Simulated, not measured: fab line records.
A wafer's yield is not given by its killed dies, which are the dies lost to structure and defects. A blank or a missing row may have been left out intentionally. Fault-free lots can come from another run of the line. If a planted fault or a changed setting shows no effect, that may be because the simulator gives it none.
Which tool is to blame? || flow n5 finfet || 10 lots with 28 wafers sampled at 6 steps, on a route of 1938 steps

WHAT THE GAUGES SHOWED, per wafer
N5_BEOL_M0_SAQP_CD_MEAS_14: target cd 42.5 nm. Usual: cd nm 42.5 nm, standard deviation 0.4.
{"lot": "L438", "measured": "day 5 16:07", "on": "cd sem-02", "cd nm (nm)": "41.5 41.9 41.6", "flag": ""}
{"lot": "L439", "measured": "day 5 18:14", "on": "cd sem-03", "cd nm (nm)": "42.4 42.3 42.3", "flag": ""}
{"lot": "L443", "measured": "day 6 21:44", "on": "cd sem-02", "cd nm (nm)": "42.2 42.0 42.2", "flag": ""}
{"lot": "L444", "measured": "day 6 23:11", "on": "cd sem-02", "cd nm (nm)": "43.0 42.1 42.5", "flag": ""}
{"lot": "L448", "measured": "day 8 04:23", "on": "cd sem-02", "cd nm (nm)": "42.5 42.6 42.3", "flag": ""}
{"lot": "L450", "measured": "day 8 16:20", "on": "cd sem-03", "cd nm (nm)": "42.2 42.7 42.4", "flag": ""}
{"lot": "L451", "measured": "day 8 22:01", "on": "cd sem-03", "cd nm (nm)": "37.1 42.3 37.1", "flag": "OFF"}
{"lot": "L454", "measured": "day 9 13:35", "on": "cd sem-01", "cd nm (nm)": "37.7 37.0", "flag": "OFF"}
{"lot": "L455", "measured": "day 9 19:59", "on": "cd sem-03", "cd nm (nm)": "42.5 36.9", "flag": "OFF"}
{"lot": "L459", "measured": "day 10 19:09", "on": "cd sem-01", "cd nm (nm)": "42.7 42.8 42.5", "flag": ""}

N5_BEOL_M4_RC_MEAS_101. Usual: DIBL_N 36.0 mV/V, standard deviation 1.7; DIBL_P 36.0 mV/V, standard deviation 2; IOFF_N 0.156 nA/um, standard deviation 0.028; IOFF_P 0.21 nA/um, standard deviation 0.04; ION_N 673 uA/um, standard deviation 12; ION_P 463 uA/um, standard deviation 8.3; SS_N 71.4 mV/dec, standard deviation 0.6; SS_P 73.3 mV/dec, standard deviation 0.66; VT_N 250 mV, standard deviation 3; VT_P -250 mV, standard deviation 3.8.
{"lot": "L438", "measured": "day 7 21:32", "on": "prober-01", "DIBL_N (mV/V)": "35.2 33.2 33.7", "DIBL_P (mV/V)": "35.4 33.1 34.3", "IOFF_N (nA/um)": "0.146 0.118 0.132", "IOFF_P (nA/um)": "0.20 0.16 0.19", "ION_N (uA/um)": "668 661 667", "ION_P (uA/um)": "470 461 458", "SS_N (mV/dec)": "71.2 70.4 71.0", "SS_P (mV/dec)": "73.2 73.0 72.7", "VT_N (mV)": "252 254 252", "VT_P (mV)": "-250 -253 -250", "flag": ""}
{"lot": "L439", "measured": "day 8 05:31", "on": "prober-01", "DIBL_N (mV/V)": "33.3 35.7 35.2", "DIBL_P (mV/V)": "32.2 35.4 34.4", "IOFF_N (nA/um)": "0.102 0.135 0.136", "IOFF_P (nA/um)": "0.17 0.20 0.20", "ION_N (uA/um)": "653 654 666", "ION_P (uA/um)": "460 456 459", "SS_N (mV/dec)": "70.6 72.1 71.4", "SS_P (mV/dec)": "72.2 73.7 72.7", "VT_N (mV)": "256 254 254", "VT_P (mV)": "-253 -251 -249", "flag": ""}
{"lot": "L443", "measured": "day 8 22:27", "on": "prober-01", "DIBL_N (mV/V)": "34.8 37.8 35.3", "DIBL_P (mV/V)": "33.7 38.1 34.2", "IOFF_N (nA/um)": "0.118 0.169 0.136", "IOFF_P (nA/um)": "0.18 0.24 0.18", "ION_N (uA/um)": "652 669 672", "ION_P (uA/um)": "454 465 463", "SS_N (mV/dec)": "71.3 72.4 71.1", "SS_P (mV/dec)": "73.1 73.7 72.9", "VT_N (mV)": "255 250 250", "VT_P (mV)": "-252 -246 -252", "flag": ""}
{"lot": "L444", "measured": "day 9 11:20", "on": "prober-02", "DIBL_N (mV/V)": "39.3 36.9 38.1", "DIBL_P (mV/V)": "39.6 36.2 36.6", "IOFF_N (nA/um)": "0.205 0.154 0.160", "IOFF_P (nA/um)": "0.27 0.21 0.21", "ION_N (uA/um)": "676 662 662", "ION_P (uA/um)": "471 456 455", "SS_N (mV/dec)": "72.0 71.2 71.5", "SS_P (mV/dec)": "75.0 74.1 74.0", "VT_N (mV)": "248 254 254", "VT_P (mV)": "-247 -253 -254", "flag": ""}
{"lot": "L448", "measured": "day 10 11:10", "on": "prober-02", "DIBL_N (mV/V)": "32.3 34.6 34.7", "DIBL_P (mV/V)": "32.4 35.4 35.3", "IOFF_N (nA/um)": "0.112 0.156 0.142", "IOFF_P (nA/um)": "0.19 0.23 0.22", "ION_N (uA/um)": "658 682 660", "ION_P (uA/um)": "462 467 459", "SS_N (mV/dec)": "70.2 71.0 71.6", "SS_P (mV/dec)": "72.7 73.5 73.2", "VT_N (mV)": "254 250 252", "VT_P (mV)": "-249 -247 -247", "flag": ""}
{"lot": "L450", "measured": "day 10 22:46", "on": "prober-02", "DIBL_N (mV/V)": "35.4 33.6 35.8", "DIBL_P (mV/V)": "35.3 34.6 36.7", "IOFF_N (nA/um)": "0.164 0.139 0.188", "IOFF_P (nA/um)": "0.23 0.23 0.27", "ION_N (uA/um)": "678 672 695", "ION_P (uA/um)": "467 474 480", "SS_N (mV/dec)": "71.0 70.8 71.8", "SS_P (mV/dec)": "72.4 72.7 73.8", "VT_N (mV)": "247 248 246", "VT_P (mV)": "-245 -247 -245", "flag": ""}
{"lot": "L451", "measured": "day 11 03:14", "on": "prober-01", "DIBL_N (mV/V)": "36.4 34.0 35.7", "DIBL_P (mV/V)": "37.6 35.2 37.5", "IOFF_N (nA/um)": "0.171 0.133 0.155", "IOFF_P (nA/um)": "0.28 0.25 0.28", "ION_N (uA/um)": "694 680 688", "ION_P (uA/um)": "480 485 480", "SS_N (mV/dec)": "71.3 70.9 71.4", "SS_P (mV/dec)": "73.8 73.3 74.7", "VT_N (mV)": "248 249 248", "VT_P (mV)": "-240 -243 -244", "flag": ""}
{"lot": "L454", "measured": "day 11 23:07", "on": "prober-02", "DIBL_N (mV/V)": "38.2 34.4", "DIBL_P (mV/V)": "39.8 35.9", "IOFF_N (nA/um)": "0.180 0.121", "IOFF_P (nA/um)": "0.26 0.20", "ION_N (uA/um)": "676 663", "ION_P (uA/um)": "466 460", "SS_N (mV/dec)": "71.8 70.9", "SS_P (mV/dec)": "73.4 72.9", "VT_N (mV)": "248 253", "VT_P (mV)": "-246 -250", "flag": ""}
{"lot": "L455", "measured": "day 12 10:09", "on": "prober-02", "DIBL_N (mV/V)": "38.8 37.1", "DIBL_P (mV/V)": "38.5 36.2", "IOFF_N (nA/um)": "0.179 0.156", "IOFF_P (nA/um)": "0.24 0.22", "ION_N (uA/um)": "675 687", "ION_P (uA/um)": "463 470", "SS_N (mV/dec)": "71.9 71.3", "SS_P (mV/dec)": "73.6 72.2", "VT_N (mV)": "249 248", "VT_P (mV)": "-250 -248", "flag": ""}
{"lot": "L459", "measured": "day 13 08:37", "on": "prober-02", "DIBL_N (mV/V)": "34.3 34.2 34.4", "DIBL_P (mV/V)": "34.3 33.8 34.6", "IOFF_N (nA/um)": "0.137 0.136 0.143", "IOFF_P (nA/um)": "0.20 0.19 0.21", "ION_N (uA/um)": "671 672 675", "ION_P (uA/um)": "463 468 472", "SS_N (mV/dec)": "71.6 70.3 70.9", "SS_P (mV/dec)": "73.4 72.6 73.2", "VT_N (mV)": "252 250 249", "VT_P (mV)": "-247 -249 -245", "flag": ""}

WHAT TOOL EACH LOT RAN ON (gives the tool, then ch and the chambers of the sampled wafers, and finally the start)
{"lot": "L438", "N5_MOL_CONTACT_COAG_CMP_52": "cmp-04 ch 1,2,3, day 5 08:12", "N5_BEOL_M0_SAQP_PECVD_00": "pecvd-04 ch 0,2, day 5 14:17", "N5_BEOL_M0_SAQP_PECVD_04": "pecvd-03 ch 0,1, day 5 15:40", "N5_BEOL_M0_SAQP_PEB_12": "litho track-02 ch 0, day 5 16:03"}
{"lot": "L439", "N5_MOL_CONTACT_COAG_CMP_52": "cmp-01 ch 0,1, day 5 13:29", "N5_BEOL_M0_SAQP_PECVD_00": "pecvd-02 ch 0,1,2, day 5 17:17", "N5_BEOL_M0_SAQP_PECVD_04": "pecvd-02 ch 1,2, day 5 17:47", "N5_BEOL_M0_SAQP_PEB_12": "litho track-02 ch 0, day 5 18:10"}
{"lot": "L443", "N5_MOL_CONTACT_COAG_CMP_52": "cmp-04 ch 1,2,3, day 6 15:19", "N5_BEOL_M0_SAQP_PECVD_00": "pecvd-03 ch 0,1, day 6 18:59", "N5_BEOL_M0_SAQP_PECVD_04": "pecvd-04 ch 0,1, day 6 21:09", "N5_BEOL_M0_SAQP_PEB_12": "litho track-03 ch 0, day 6 21:40"}
{"lot": "L444", "N5_MOL_CONTACT_COAG_CMP_52": "cmp-04 ch 0,1,3, day 6 18:06", "N5_BEOL_M0_SAQP_PECVD_00": "pecvd-02 ch 1,2, day 6 21:59", "N5_BEOL_M0_SAQP_PECVD_04": "pecvd-04 ch 0,1,2, day 6 22:44", "N5_BEOL_M0_SAQP_PEB_12": "litho track-03 ch 0, day 6 23:07"}
{"lot": "L448", "N5_MOL_CONTACT_COAG_CMP_52": "cmp-01 ch 0,1,3, day 7 22:45", "N5_BEOL_M0_SAQP_PECVD_00": "pecvd-03 ch 0,1, day 8 02:22", "N5_BEOL_M0_SAQP_PECVD_04": "pecvd-04 ch 1,2, day 8 03:48", "N5_BEOL_M0_SAQP_PEB_12": "litho track-02 ch 0, day 8 04:19"}
{"lot": "L450", "N5_MOL_CONTACT_COAG_CMP_52": "cmp-01 ch 0,1,2, day 8 11:23", "N5_BEOL_M0_SAQP_PECVD_00": "pecvd-02 ch 1,2, day 8 15:00", "N5_BEOL_M0_SAQP_PECVD_04": "pecvd-03 ch 1,2, day 8 15:53", "N5_BEOL_M0_SAQP_PEB_12": "litho track-05 ch 0, day 8 16:16"}
{"lot": "L451", "N5_MOL_CONTACT_COAG_CMP_52": "cmp-03 ch 0,3, day 8 14:26", "N5_BEOL_M0_SAQP_PECVD_00": "pecvd-02 ch 1,2, day 8 18:04", "N5_BEOL_M0_SAQP_PECVD_04": "pecvd-03 ch 1,2, day 8 21:31", "N5_BEOL_M0_SAQP_PEB_12": "litho track-02 ch 0, day 8 21:56"}
{"lot": "L454", "N5_MOL_CONTACT_COAG_CMP_52": "cmp-03 ch 0, day 9 07:39", "N5_BEOL_M0_SAQP_PECVD_00": "pecvd-02 ch 1, day 9 11:49", "N5_BEOL_M0_SAQP_PECVD_04": "pecvd-04 ch 2, day 9 13:08", "N5_BEOL_M0_SAQP_PEB_12": "litho track-02 ch 0, day 9 13:32"}
{"lot": "L455", "N5_MOL_CONTACT_COAG_CMP_52": "cmp-03 ch 1,3, day 9 14:02", "N5_BEOL_M0_SAQP_PECVD_00": "pecvd-04 ch 0,2, day 9 17:40", "N5_BEOL_M0_SAQP_PECVD_04": "pecvd-03 ch 0,1, day 9 19:22", "N5_BEOL_M0_SAQP_PEB_12": "litho track-02 ch 0, day 9 19:55"}
{"lot": "L459", "N5_MOL_CONTACT_COAG_CMP_52": "cmp-03 ch 0,1,2, day 10 10:30", "N5_BEOL_M0_SAQP_PECVD_00": "pecvd-03 ch 0,1,2, day 10 14:11", "N5_BEOL_M0_SAQP_PECVD_04": "pecvd-02 ch 0,1, day 10 18:32", "N5_BEOL_M0_SAQP_PEB_12": "litho track-05 ch 0, day 10 19:05"}
- N5_MOL_CONTACT_COAG_CMP_52: polishes, stops on SiO2, t overpolish 1.5 s, target thk 66.5 nm.
- N5_BEOL_M0_SAQP_PECVD_00: deposits SiCN from 3MS/NH3, target thk 8 nm, time 14 s.
- N5_BEOL_M0_SAQP_PECVD_04: deposits a-Si from SiH4/He, target thk 60 nm, time 60.2 s.
- N5_BEOL_M0_SAQP_PEB_12: peb time 60 s.

AS READ BY THE TOOLS THEMSELVES (means over the sampled wafers that have a number; for cases with no such wafer, the mark the record gives instead)
N5_MOL_CONTACT_COAG_CMP_52. Usual: motor current A 12.1 A, standard deviation 0.95; overpolish run s 1.501 s, standard deviation 0.0089; slurry filter dp kPa 13.51 kPa, standard deviation 0.14; time to endpoint s 13.7 s, standard deviation 2.
{"lot": "L438", "tool": "cmp-04", "motor current A (A)": 12.2, "overpolish run s (s)": 1.499, "slurry filter dp kPa (kPa)": 13.52, "time to endpoint s (s)": 12.5, "flag": ""}
{"lot": "L439", "tool": "cmp-01", "motor current A (A)": 13.7, "overpolish run s (s)": 1.502, "slurry filter dp kPa (kPa)": 13.51, "time to endpoint s (s)": 13.8, "flag": ""}
{"lot": "L443", "tool": "cmp-04", "motor current A (A)": 11.9, "overpolish run s (s)": 1.498, "slurry filter dp kPa (kPa)": 13.59, "time to endpoint s (s)": 13.4, "flag": ""}
{"lot": "L444", "tool": "cmp-04", "motor current A (A)": 12.0, "overpolish run s (s)": 1.510, "slurry filter dp kPa (kPa)": 13.38, "time to endpoint s (s)": 13.8, "flag": ""}
{"lot": "L448", "tool": "cmp-01", "motor current A (A)": 13.0, "overpolish run s (s)": 1.496, "slurry filter dp kPa (kPa)": 13.48, "time to endpoint s (s)": 13.8, "flag": ""}
{"lot": "L450", "tool": "cmp-01", "motor current A (A)": 12.4, "overpolish run s (s)": 1.505, "slurry filter dp kPa (kPa)": 13.53, "time to endpoint s (s)": 14.5, "flag": ""}
{"lot": "L451", "tool": "cmp-03", "motor current A (A)": 11.4, "overpolish run s (s)": 1.500, "slurry filter dp kPa (kPa)": 13.52, "time to endpoint s (s)": 15.9, "flag": ""}
{"lot": "L454", "tool": "cmp-03", "motor current A (A)": 11.1, "overpolish run s (s)": 1.511, "slurry filter dp kPa (kPa)": 13.59, "time to endpoint s (s)": 12.6, "flag": ""}
{"lot": "L455", "tool": "cmp-03", "motor current A (A)": 12.5, "overpolish run s (s)": 1.495, "slurry filter dp kPa (kPa)": 13.61, "time to endpoint s (s)": 12.1, "flag": ""}
{"lot": "L459", "tool": "cmp-03", "motor current A (A)": 12.3, "overpolish run s (s)": 1.500, "slurry filter dp kPa (kPa)": 13.57, "time to endpoint s (s)": 13.9, "flag": ""}

N5_BEOL_M0_SAQP_PECVD_00. Usual: showerhead plenum p Torr 3.667 Torr, standard deviation 0.013; throttle valve pct 8.9 %, standard deviation 0.36.
{"lot": "L438", "tool": "pecvd-04", "showerhead plenum p Torr (Torr)": 3.669, "throttle valve pct (%)": 8.9, "flag": ""}
{"lot": "L439", "tool": "pecvd-02", "showerhead plenum p Torr (Torr)": 3.682, "throttle valve pct (%)": 9.0, "flag": ""}
{"lot": "L443", "tool": "pecvd-03", "showerhead plenum p Torr (Torr)": 3.656, "throttle valve pct (%)": 8.8, "flag": ""}
{"lot": "L444", "tool": "pecvd-02", "showerhead plenum p Torr (Torr)": 3.681, "throttle valve pct (%)": 9.2, "flag": ""}
{"lot": "L448", "tool": "pecvd-03", "showerhead plenum p Torr (Torr)": 3.653, "throttle valve pct (%)": 8.8, "flag": ""}
{"lot": "L450", "tool": "pecvd-02", "showerhead plenum p Torr (Torr)": 3.691, "throttle valve pct (%)": 9.3, "flag": ""}
{"lot": "L451", "tool": "pecvd-02", "showerhead plenum p Torr (Torr)": 3.678, "throttle valve pct (%)": 9.4, "flag": ""}
{"lot": "L454", "tool": "pecvd-02", "showerhead plenum p Torr (Torr)": 3.676, "throttle valve pct (%)": 9.6, "flag": ""}
{"lot": "L455", "tool": "pecvd-04", "showerhead plenum p Torr (Torr)": 3.667, "throttle valve pct (%)": 8.7, "flag": ""}
{"lot": "L459", "tool": "pecvd-03", "showerhead plenum p Torr (Torr)": 3.654, "throttle valve pct (%)": 8.9, "flag": ""}

N5_BEOL_M0_SAQP_PECVD_04. Usual: heater power w 634 W, standard deviation 79; showerhead plenum p Torr 5.67 Torr, standard deviation 0.044; throttle valve pct 17.9 %, standard deviation 0.67.
{"lot": "L438", "tool": "pecvd-03", "heater power w (W)": 686, "showerhead plenum p Torr (Torr)": 5.61, "throttle valve pct (%)": 17.7, "flag": ""}
{"lot": "L439", "tool": "pecvd-02", "heater power w (W)": 576, "showerhead plenum p Torr (Torr)": 5.74, "throttle valve pct (%)": 18.8, "flag": ""}
{"lot": "L443", "tool": "pecvd-04", "heater power w (W)": 514, "showerhead plenum p Torr (Torr)": 5.67, "throttle valve pct (%)": 18.0, "flag": ""}
{"lot": "L444", "tool": "pecvd-04", "heater power w (W)": 590, "showerhead plenum p Torr (Torr)": 5.66, "throttle valve pct (%)": 17.6, "flag": ""}
{"lot": "L448", "tool": "pecvd-04", "heater power w (W)": 561, "showerhead plenum p Torr (Torr)": 5.65, "throttle valve pct (%)": 17.3, "flag": ""}
{"lot": "L450", "tool": "pecvd-03", "heater power w (W)": 718, "showerhead plenum p Torr (Torr)": 5.66, "throttle valve pct (%)": 18.0, "flag": ""}
{"lot": "L451", "tool": "pecvd-03", "heater power w (W)": 660, "showerhead plenum p Torr (Torr)": 5.65, "throttle valve pct (%)": 17.9, "flag": ""}
{"lot": "L454", "tool": "pecvd-04", "heater power w (W)": 634, "showerhead plenum p Torr (Torr)": 5.66, "throttle valve pct (%)": 16.6, "flag": ""}
{"lot": "L455", "tool": "pecvd-03", "heater power w (W)": 671, "showerhead plenum p Torr (Torr)": 5.62, "throttle valve pct (%)": 17.9, "flag": ""}
{"lot": "L459", "tool": "pecvd-02", "heater power w (W)": 673, "showerhead plenum p Torr (Torr)": 5.70, "throttle valve pct (%)": 18.2, "flag": ""}

N5_BEOL_M0_SAQP_PEB_12. Usual: exhaust pa 44.9 Pa, standard deviation 0.88.
{"lot": "L438", "tool": "litho track-02", "exhaust pa (Pa)": 44.4, "flag": ""}
{"lot": "L439", "tool": "litho track-02", "exhaust pa (Pa)": 45.4, "flag": ""}
{"lot": "L443", "tool": "litho track-03", "exhaust pa (Pa)": 45.6, "flag": ""}
{"lot": "L444", "tool": "litho track-03", "exhaust pa (Pa)": 43.7, "flag": ""}
{"lot": "L448", "tool": "litho track-02", "exhaust pa (Pa)": 44.9, "flag": ""}
{"lot": "L450", "tool": "litho track-05", "exhaust pa (Pa)": 45.5, "flag": ""}
{"lot": "L451", "tool": "litho track-02", "exhaust pa (Pa)": 45.8, "flag": ""}
{"lot": "L454", "tool": "litho track-02", "exhaust pa (Pa)": 45.5, "flag": ""}
{"lot": "L455", "tool": "litho track-02", "exhaust pa (Pa)": 45.0, "flag": ""}
{"lot": "L459", "tool": "litho track-05", "exhaust pa (Pa)": 43.4, "flag": ""}

THE ANSWER, worked out from the rows above alone
Rule: take the mean of a lot's wafers that have a number; if it is more than 3 standard deviations from the usual mean, the lot is off. Also off: a lot with no number at a reading for which 4 or more lots have one. Any other lot the step has rows for is counted as sound. First the gauges in route order, then the tools' own readings, where a lot's mean is used as printed above. At the first step where some lot is off, the reading lying furthest off is the one used; lots without a number count as furthest.
Off at N5_BEOL_M0_SAQP_CD_MEAS_14 (cd nm): L451, L454, L455.
If a tool, at a process step before that reading, ran all the lots that are off and no sound lot after the first of them, it fits. Gauges at N5_BEOL_M0_SAQP_CD_MEAS_14: tried the same way as those tools. One candidate fits, namely litho track-02 at N5_BEOL_M0_SAQP_PEB_12. Its last sound lot is L448 (day 8 04:19), its first lot that is off L451 (day 8 21:56): a fault that began between those two fits.

WHAT THE SIMULATOR HAD INSERTED
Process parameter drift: litho track-02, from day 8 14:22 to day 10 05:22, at N5_BEOL_M0_SAQP_PEB_12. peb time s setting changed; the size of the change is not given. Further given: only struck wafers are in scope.
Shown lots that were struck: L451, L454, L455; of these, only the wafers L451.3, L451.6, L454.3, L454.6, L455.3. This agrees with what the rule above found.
